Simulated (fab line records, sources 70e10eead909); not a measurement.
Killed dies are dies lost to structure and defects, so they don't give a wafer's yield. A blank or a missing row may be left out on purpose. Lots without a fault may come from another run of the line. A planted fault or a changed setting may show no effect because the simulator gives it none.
A struck lot beside a sound one | flow nand_harc | 13 steps out of a route of 1302
Sound: wafers L123.2, L123.5, L123.6. Struck: wafer L113.6. (L113.1, L113.4 of the same lot were not struck and are left out.) The cause comes at the end.
At each step with rows: each side's tool, then ch and its chambers, then its first start. Under that, the readings that differ: sound wafers | struck wafers | difference of the means | sigmas: that difference in standard deviations of wafers without a fault.
alike: readings whose means differ by less than 2 such deviations, and words and numbers that are the same on both sides. not compared: withheld readings, readings that some wafer has no value for, bounds like >300 that may hide the same value, and numbers for which the record gives no deviation and whose values overlap.
The two part at a step that has a row with sigmas, a row that says differs or no value, or rows on one side only. Numbers that don't overlap but have no deviation are shown without sigmas and don't part them. A reading that every wafer of one side lacks parts them only if that side has two wafers or more.

NHARC_A_CHANNEL_FILL_D1_STRIP_28: strips in O2, time 20 s.
  sound on rie_diel-13 ch 1,2, day 16 16:31; struck on rie_diel-13 ch 2, day 13 03:20
  alike: drypump_motor_current_A, o2_flow_sccm, oes_product_au, rf_vpp_V, showerhead_plenum_p_Torr, throttle_valve_pct
  not compared: rf_hours_counter_h
then, 4 steps without rows for these wafers: NHARC_A_CHANNEL_FILL_D1_PRECLEAN_21 (cleans in dHF, time 30 s); NHARC_A_CHANNEL_FILL_D1_SRD_23; NHARC_A_CHANNEL_FILL_D1_CVD_05 (deposits poly-Si, target thk 5 nm); NHARC_A_CHANNEL_FILL_D1_ANNEAL_22 (time 7200 s).
NHARC_A_CHANNEL_FILL_D1_ALD_25: deposits SiOx, target thk 60 nm, pulse time 10 s, ald cycles 600.
  sound on ald_hk-04 ch 1,2, day 17 04:53; struck on ald_hk-02 ch 3, day 13 19:53
  reading                    | sound             | struck | difference | sigmas
  heater_power_w (W)         | 430 420 469       | 513    | +73        | +2
  precursor_pulse_height_rel | 1.017 0.977 1.025 | 0.960  | -0.046     | -2
NHARC_A_CHANNEL_FILL_D1_ETCHBACK_08: etches the open film in C4F8, target depth 220 nm, time 110 s.
  sound on rie_diel-08 ch 0,2,3; struck on rie_diel-08 ch 3
  alike: oes_product_au, rf_vpp_V
  not compared: rf_hours_counter_h
NHARC_A_CHANNEL_FILL_D1_STRIP_29: strips in O2, time 20 s.
  sound on rie_diel-08 ch 0,2,3; struck on rie_diel-08 ch 1
  alike: drypump_motor_current_A, o2_flow_sccm, oes_product_au, rf_vpp_V, showerhead_plenum_p_Torr, throttle_valve_pct
  not compared: rf_hours_counter_h
then, 3 steps without rows for these wafers: NHARC_A_CHANNEL_FILL_D1_PRECLEAN_30 (cleans in dHF, time 30 s); NHARC_A_CHANNEL_FILL_D1_SRD_31; NHARC_A_CHANNEL_FILL_D1_CVD_09 (deposits poly-Si, target thk 150 nm, time 3000 s).
NHARC_A_CHANNEL_FILL_D1_CMP_10: polishes, target thk 150 nm.
  sound on cmp-04 ch 0,2,3, day 17 15:45; struck on cmp-02 ch 2, day 14 06:00
  reading                | sound          | struck | difference | sigmas
  time_to_endpoint_s (s) | 14.6 13.0 13.3 | 25.6   | +12.0      | +5
  alike: motor_current_A
  not compared: pad_life_wafers
then, 1 step without rows for these wafers: NHARC_END_SORT_01.

WHERE THEY PART
First at NHARC_A_CHANNEL_FILL_D1_ALD_25; last, within this record, at NHARC_A_CHANNEL_FILL_D1_CMP_10.

WHY: what the simulator had put in
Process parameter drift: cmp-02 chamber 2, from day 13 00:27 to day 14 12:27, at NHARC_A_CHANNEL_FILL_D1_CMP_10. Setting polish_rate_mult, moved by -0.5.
